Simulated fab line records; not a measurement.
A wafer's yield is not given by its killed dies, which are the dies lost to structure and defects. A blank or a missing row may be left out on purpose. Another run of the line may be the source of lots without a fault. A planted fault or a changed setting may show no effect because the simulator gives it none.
Chamber matching -- flow nand-harc -- 4 sister chambers for NHARC_A_STAIRCASE_ETCH_253 on rie-diel-04
The step etches the open film in C4F8/O2, target depth 50 nm, time 20.2 s. 4 wafers are shown with their chamber, then 8 later ones without.

WAFERS WITH THEIR CHAMBER
wafer,chamber,rf-vpp-V (V)
L085.4,1,888
L085.6,0,894
L088.5,2,899
L089.3,3,906

WAFERS MISSING THEIR CHAMBER
wafer,rf-vpp-V (V)
L089.4,889
L089.6,907
L092.1,892
L092.3,896
L092.4,905
L093.2,899
L093.4,893
L093.5,892

THE CHAMBER EACH PASSED THROUGH
wafer,from the rows above,in truth
L089.4,1,1
L089.6,3,3
L092.1,can't be placed: 0 or 1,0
L092.3,can't be placed: 0 or 2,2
L092.4,3,3
L093.2,2,2
L093.4,0,0
L093.5,can't be placed: 0 or 1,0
5 of 8 placed correctly. Unplaceable from these rows: 3, with the true chamber sitting among the candidates in 3. Wrongly placed: 0.
How it was worked out, from the rows above alone: a wafer's distance from a chamber is the root of the sum, over the readings, of the square of ((its reading less the chamber's mean) divided by the reading's scatter). The wafer belongs to the nearest chamber; if the next one is less than 2 further off, it can't be placed. The mean given for a chamber averages the wafers shown for that chamber. The scatter: with one shown wafer a chamber, the root of the mean of the squares of how far each hidden wafer lies from its nearest shown one.
